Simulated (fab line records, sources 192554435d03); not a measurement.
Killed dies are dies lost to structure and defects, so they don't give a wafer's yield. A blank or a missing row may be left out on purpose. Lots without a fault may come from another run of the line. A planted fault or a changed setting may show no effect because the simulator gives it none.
Split-lot experiment | flow n5_finfet | 7 lots, 21 wafers read, on a route of 1938 steps

THE SPLIT
At N5_BEOL_M2_COAT_61 (time 60 s, resist thk 60 nm), the setting spin_rpm was moved away from the recipe's 1500 rpm on 7 of the 21 wafers read, by -10.4% to +8.0%. The other wafers ran this setting at the recipe's value.

FROM THE SPLIT TO THE READING: what the file shows between them, 6 steps
- N5_BEOL_M2_COAT_62: time 60 s, resist thk 12 nm (also split here: spin_rpm)
- N5_BEOL_M2_COAT_73: time 60 s, resist thk 5 nm
- N5_BEOL_M2_COAT_05: resist thk 30 nm
- N5_BEOL_M2_DESCUM_16: chemistry O2, time 7 s
- N5_BEOL_M2_ETCH_74: etches underlayer in N2/H2, target depth 6.5 nm, time 5.2 s
- N5_BEOL_M2_ETCH_63: etches SiARC in CF4, target depth 15.6 nm, time 26 s

THE READING
etch.depth_nm (the simulator's own value, which no gauge read), in nm, at N5_BEOL_M2_ETCH_64 (etches SOC in N2/H2, target depth 75 nm, overetch 22.5 nm, time 121.9 s). The file gives no usual value for it. The 14 wafers here that ran the recipe average 60.06 nm, standard deviation 0.17 nm.

wafer  | tool, chamber at the split | spin_rpm as run, rpm | against the recipe | etch.depth_nm, nm | against lot-mates on the recipe
L075.1 | litho_track-05, 0          | 1500                 | recipe             | 60.13             | -
L075.2 | litho_track-05, 0          | 1500                 | recipe             | 60.3              | -
L075.3 | litho_track-05, 0          | 1500                 | recipe             | 60.26             | -
L076.3 | litho_track-05, 0          | 1620                 | +8.0%              | 57.7              | -2.33
L076.4 | litho_track-05, 0          | 1620                 | +8.0%              | 57.68             | -2.35
L076.6 | litho_track-05, 0          | 1500                 | recipe             | 60.03             | -
L081.1 | litho_track-05, 0          | 1344                 | -10.4%             | 63.47             | +3.31
L081.2 | litho_track-05, 0          | 1500                 | recipe             | 60.16             | -
L081.3 | litho_track-05, 0          | 1344                 | -10.4%             | 63.5              | +3.34
L083.1 | litho_track-03, 0          | 1500                 | recipe             | 60.14             | -
L083.2 | litho_track-03, 0          | 1500                 | recipe             | 59.95             | -
L083.3 | litho_track-03, 0          | 1421                 | -5.3%              | 61.58             | +1.53
L086.3 | litho_track-03, 0          | 1364                 | -9.1%              | 62.86             | +2.89
L086.4 | litho_track-03, 0          | 1500                 | recipe             | 59.87             | -
L086.6 | litho_track-03, 0          | 1500                 | recipe             | 60.06             | -
L089.1 | litho_track-05, 0          | 1500                 | recipe             | 59.78             | -
L089.3 | litho_track-05, 0          | 1431                 | -4.6%              | 61.26             | +1.51
L089.4 | litho_track-05, 0          | 1500                 | recipe             | 59.72             | -
L090.4 | litho_track-03, 0          | 1500                 | recipe             | 60.09             | -
L090.5 | litho_track-03, 0          | 1500                 | recipe             | 60.14             | -
L090.6 | litho_track-03, 0          | 1500                 | recipe             | 60.17             | -

THE FIT
A straight line over all 21 wafers: etch.depth_nm changes by -0.311 nm for each +1% of spin_rpm; r = -0.99; the points scatter about the line by 0.17 nm.
The same after taking each lot's own level away (the mean of its wafers on the recipe; 21 wafers): -0.31 nm for each +1%; r = -1.00; scatter 0.082 nm.
On that fit, the largest move of spin_rpm shifts the reading by 3.2 nm.
The lots' own levels span 59.750 to 60.230 nm, that is 2.9 times the standard deviation above.
So the lot-to-lot level changes the slope little: the two slopes agree.
Check: with one of the wafers moved furthest among these (-10.4%) left out of the fit, the line predicts +3.23 nm for it against its lot-mates. It came out at +3.31 nm against them.

OTHER SPLITS ON THESE WAFERS
These wafers also went through other splits before the reading. Each is held against what the fit with the lots' levels taken away leaves over:
other split on the same wafers    | wafers away from the commonest value | r with etch.depth_nm (lot level and that fit taken away)
N5_BEOL_M0_CUTY_EXPOSE_54 dose_mj | 6                                    | +0.04
N5_BEOL_M0_ETCH_109 bias_w        | 8                                    | -0.15
N5_BEOL_M1_CMP_52 down_force_psi  | 6                                    | -0.36
N5_BEOL_M2_COAT_62 spin_rpm       | 6                                    | +0.14

THE WHOLE CHAIN: every reading that the file lists as answering this split, in the file's order
step               | what it does                                                            | reading                                                                        | change (the file's fit)               | r (the file's)
N5_BEOL_M2_COAT_61 | time 60 s, resist thk 60 nm                                             | SOC_of_BEOL_M2_COAT_61.thk_nm (the simulator's own value, which no gauge read) | -0.308 nm for each +1% of the setting | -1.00
N5_BEOL_M2_ETCH_64 | etches SOC in N2/H2, target depth 75 nm, overetch 22.5 nm, time 121.9 s | etch.depth_nm (the simulator's own value, which no gauge read)                 | -0.312 nm for each +1% of the setting | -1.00

THE FILE'S OWN FIT
etch.depth_nm changes by -0.312 nm for each +1% of spin_rpm, r = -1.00.
